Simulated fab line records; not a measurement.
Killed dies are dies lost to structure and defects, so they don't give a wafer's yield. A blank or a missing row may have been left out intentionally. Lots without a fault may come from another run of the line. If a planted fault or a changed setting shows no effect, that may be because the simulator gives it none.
Split-lot experiment + flow n5_finfet + 21 wafers read from 7 lots, route of 1938 steps

## THE SPLIT ITSELF
At N5_BEOL_M3_DESCUM_33 (chemistry O2, time 7 s), the setting time_s was moved away from the recipe's 7 s on 7 of the 21 wafers read, by -17.8% to +19.6%. All remaining wafers had this setting at the recipe value.

The split's own step is where the reading is taken.

## THE READING
CAR-EUV_of_BEOL_M3_COAT_22.thk_nm (the simulator's own value, which no gauge read), in nm, at N5_BEOL_M3_DESCUM_33 (chemistry O2, time 7 s). The file does not state a usual value for it. Average 26.1 nm, standard deviation 0.099 nm, over the 14 wafers here run with the recipe.

| wafer  | tool, chamber at the split | time_s as run, s | against the recipe | CAR-EUV_of_BEOL_M3_COAT_22.thk_nm, nm | against lot-mates on the recipe |
|--------|----------------------------|------------------|--------------------|---------------------------------------|---------------------------------|
| L077.2 | rie_diel-02, 2             | 7                | recipe             | 26.2                                  | -                               |
| L077.4 | rie_diel-02, 3             | 7                | recipe             | 26                                    | -                               |
| L077.5 | rie_diel-02, 1             | 7.862            | +12.3%             | 25.8                                  | -0.3                            |
| L082.1 | rie_diel-01, 2,1           | 7                | recipe             | 26                                    | -                               |
| L082.4 | rie_diel-01, 2,1           | 7                | recipe             | 26                                    | -                               |
| L082.2 | rie_diel-01, 3             | 8.371            | +19.6%             | 25.4                                  | -0.6                            |
| L083.2 | rie_diel-06, 0,1,1         | 7                | recipe             | 26.2                                  | -                               |
| L083.4 | rie_diel-06, 0,1,1         | 7                | recipe             | 26.2                                  | -                               |
| L083.5 | rie_diel-06, 0,1,1         | 7                | recipe             | 26.2                                  | -                               |
| L086.1 | rie_diel-01, 3,1           | 6.368            | -9.0%              | 26.4                                  | +0.4                            |
| L086.3 | rie_diel-01, 3,1           | 6.368            | -9.0%              | 26.4                                  | +0.4                            |
| L086.5 | rie_diel-01, 0             | 7                | recipe             | 26                                    | -                               |
| L087.1 | rie_diel-02, 1             | 5.755            | -17.8%             | 26.6                                  | +0.6                            |
| L087.2 | rie_diel-02, 3,2           | 7                | recipe             | 26                                    | -                               |
| L087.4 | rie_diel-02, 3,2           | 7                | recipe             | 26                                    | -                               |
| L090.2 | rie_diel-01, 3             | 7                | recipe             | 26.2                                  | -                               |
| L090.3 | rie_diel-01, 2,1           | 5.935            | -15.2%             | 26.6                                  | +0.4                            |
| L090.5 | rie_diel-01, 2,1           | 5.935            | -15.2%             | 26.6                                  | +0.4                            |
| L092.1 | rie_diel-01, 2,0           | 7                | recipe             | 26                                    | -                               |
| L092.4 | rie_diel-01, 2,0           | 7                | recipe             | 26                                    | -                               |
| L092.2 | rie_diel-01, 1             | 7                | recipe             | 26.2                                  | -                               |
Where a row lists several chambers, the file gives one row for several wafers and doesn't say which wafer went through which chamber.

FIT RESULTS
A straight line over all 21 wafers: CAR-EUV_of_BEOL_M3_COAT_22.thk_nm changes by -0.032 nm for each +1% of time_s; r = -0.95; the points scatter about the line by 0.091 nm.
The same after taking each lot's own level away (the mean of its wafers on the recipe; 21 wafers): -0.0305 nm for each +1%; r = -0.97; scatter 0.07 nm.
That fit puts the effect of the largest move of time_s on the reading at 0.6 nm.
From 26.00 to 26.20 nm: that is the span of the lots' own levels, equal to 2.0 times the standard deviation above.
So the lot-to-lot level changes the slope little: the two slopes agree.
Check: with one of the wafers moved furthest among these (+19.6%) left out of the fit, the line predicts -0.578 nm for it against its lot-mates. It came out at -0.6 nm against them.

## THE OTHER SPLITS THESE WAFERS WENT THROUGH
These wafers also went through other splits before the reading. Each is held against what the fit with the lots' levels taken away leaves over:
| other split on the same wafers   | wafers away from the commonest value | r with CAR-EUV_of_BEOL_M3_COAT_22.thk_nm (lot level and that fit taken away) |
|----------------------------------|--------------------------------------|------------------------------------------------------------------------------|
| N5_BEOL_M0_SAQP_PECVD_04 time_s  | 4                                    | -0.23                                                                        |
| N5_BEOL_M0_ETCH_138 source_w     | 5                                    | -0.17                                                                        |
| N5_BEOL_M1_CMP_52 down_force_psi | 8                                    | +0.06                                                                        |
| N5_BEOL_M2_ILD_DEP_00 time_s     | 5                                    | +0.11                                                                        |
| N5_BEOL_M2_COAT_22 spin_rpm      | 5                                    | +0.35                                                                        |

## FILE'S OWN FIT
CAR-EUV_of_BEOL_M3_COAT_22.thk_nm changes by -0.0308 nm for each +1% of time_s, r = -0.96.
